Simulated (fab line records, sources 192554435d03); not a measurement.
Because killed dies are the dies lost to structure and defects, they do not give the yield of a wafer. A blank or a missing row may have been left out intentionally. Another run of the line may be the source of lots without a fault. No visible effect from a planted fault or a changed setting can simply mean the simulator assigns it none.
What tool caused it? + flow n5_finfet + Sampling: 10 lots, 30 wafers, 2 of 1938 route steps

## WHAT THE GAUGES READ, wafer by wafer
N5_BEOL_M14_INSPECT_30: inspects for defects (macro). Usual: raw_defect_count at 2.2, with a standard deviation of 1.6.
| lot  | measured     | on                | raw_defect_count | flag |
|------|--------------|-------------------|------------------|------|
| L828 | day 10 15:40 | defect_inspect-02 | 1 2 3            |      |
| L830 | day 11 11:13 | defect_inspect-02 | 2 0 2            |      |
| L835 | day 12 18:00 | defect_inspect-01 | 1 0 3            |      |
| L837 | day 13 18:19 | defect_inspect-02 | 3 0 1            |      |
| L841 | day 14 10:46 | defect_inspect-01 | 238 1 0          | OFF  |
| L843 | day 14 21:23 | defect_inspect-02 | 1 239 1          | OFF  |
| L845 | day 15 12:44 | defect_inspect-02 | 1 3 5            |      |
| L848 | day 15 20:53 | defect_inspect-01 | 0 2 2            |      |
| L850 | day 16 19:59 | defect_inspect-02 | 5 2 4            |      |
| L851 | day 16 20:20 | defect_inspect-02 | 3 1 0            |      |

## TOOL THAT RAN EACH LOT (tool first, then ch and the chambers of the sampled wafers, then the start)
| lot  | N5_BEOL_M14_STRIP_63               |
|------|------------------------------------|
| L828 | rie_diel-06 ch 0,1,3, day 10 14:00 |
| L830 | rie_diel-03 ch 1,3, day 11 10:00   |
| L835 | rie_diel-02 ch 0,1,3, day 12 17:00 |
| L837 | rie_diel-03 ch 0,1,3, day 13 17:00 |
| L841 | rie_diel-03 ch 1,2,3, day 14 10:00 |
| L843 | rie_diel-03 ch 0,1,3, day 14 20:00 |
| L845 | rie_diel-06 ch 0,2,3, day 15 12:00 |
| L848 | rie_diel-02 ch 2,3, day 15 20:00   |
| L850 | rie_diel-06 ch 0,1,2, day 16 19:00 |
| L851 | rie_diel-06 ch 1,2, day 16 19:00   |
- N5_BEOL_M14_STRIP_63: strips in O2.

## WHAT THE TOOLS THEMSELVES READ (means of the sampled wafers that have a number; where no wafer has one, the mark that the record gives instead)
N5_BEOL_M14_STRIP_63. Usual: drypump_motor_current_A 5.58 A, standard deviation 0.29; oes_product_au 0.79 a.u., standard deviation 0.076; rf_vpp_V 3.7 V, standard deviation 0.8; showerhead_plenum_p_Torr 2.06 Torr, standard deviation 0.068; throttle_valve_pct 16.63 %, standard deviation 0.24.
| lot  | tool        | drypump_motor_current_A (A) | oes_product_au (a.u.) | rf_vpp_V (V) | showerhead_plenum_p_Torr (Torr) | throttle_valve_pct (%) | flag |
|------|-------------|-----------------------------|-----------------------|--------------|---------------------------------|------------------------|------|
| L828 | rie_diel-06 | 5.77                        | 0.79                  | 3.2          | 2.05                            | 16.66                  |      |
| L830 | rie_diel-03 | 5.67                        | 0.74                  | 4.0          | 2.04                            | 16.58                  |      |
| L835 | rie_diel-02 | 5.57                        | 0.76                  | 3.6          | 2.00                            | 16.85                  |      |
| L837 | rie_diel-03 | 5.41                        | 0.78                  | 2.8          | 2.07                            | 16.53                  |      |
| L841 | rie_diel-03 | 5.58                        | 0.76                  | 4.3          | 2.05                            | 16.61                  |      |
| L843 | rie_diel-03 | 5.41                        | 0.77                  | 4.3          | 2.07                            | 16.55                  |      |
| L845 | rie_diel-06 | 5.83                        | 0.83                  | 3.0          | 2.12                            | 16.55                  |      |
| L848 | rie_diel-02 | 5.72                        | 0.86                  | 3.6          | 2.03                            | 16.49                  |      |
| L850 | rie_diel-06 | 5.65                        | 0.78                  | 3.5          | 2.07                            | 16.62                  |      |
| L851 | rie_diel-06 | 5.50                        | 0.78                  | 3.5          | 2.10                            | 16.63                  |      |

## THE ANSWER, worked out from the rows above alone
Rule: lot off if the mean of its wafers having a number is beyond 3 standard deviations from the usual mean. Also off: a lot with no number at a reading for which 4 or more lots have one. Where the step has rows for the other lots, those lots are counted as sound. First the gauges in route order, then the tools' own readings, where a lot's mean is used as printed above. The first step at which some lot is off is used, and at that step the reading that is off furthest; a lot without a number counts as furthest.
Off at N5_BEOL_M14_INSPECT_30 (raw_defect_count): L841, L843.
If a tool, at a process step before that reading, ran all the lots that are off and no sound lot after the first of them, it fits. Gauges at N5_BEOL_M14_INSPECT_30: tried the same way as those tools. One candidate fits, namely rie_diel-03 at N5_BEOL_M14_STRIP_63. A fault onset in the window from L837 (day 13 17:00, its last sound lot) to L841 (day 14 10:00, its first lot off) fits.

## WHAT THE SIMULATOR PUT IN
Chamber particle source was rie_diel-03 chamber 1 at N5_BEOL_M14_STRIP_63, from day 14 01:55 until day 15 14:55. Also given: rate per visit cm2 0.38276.
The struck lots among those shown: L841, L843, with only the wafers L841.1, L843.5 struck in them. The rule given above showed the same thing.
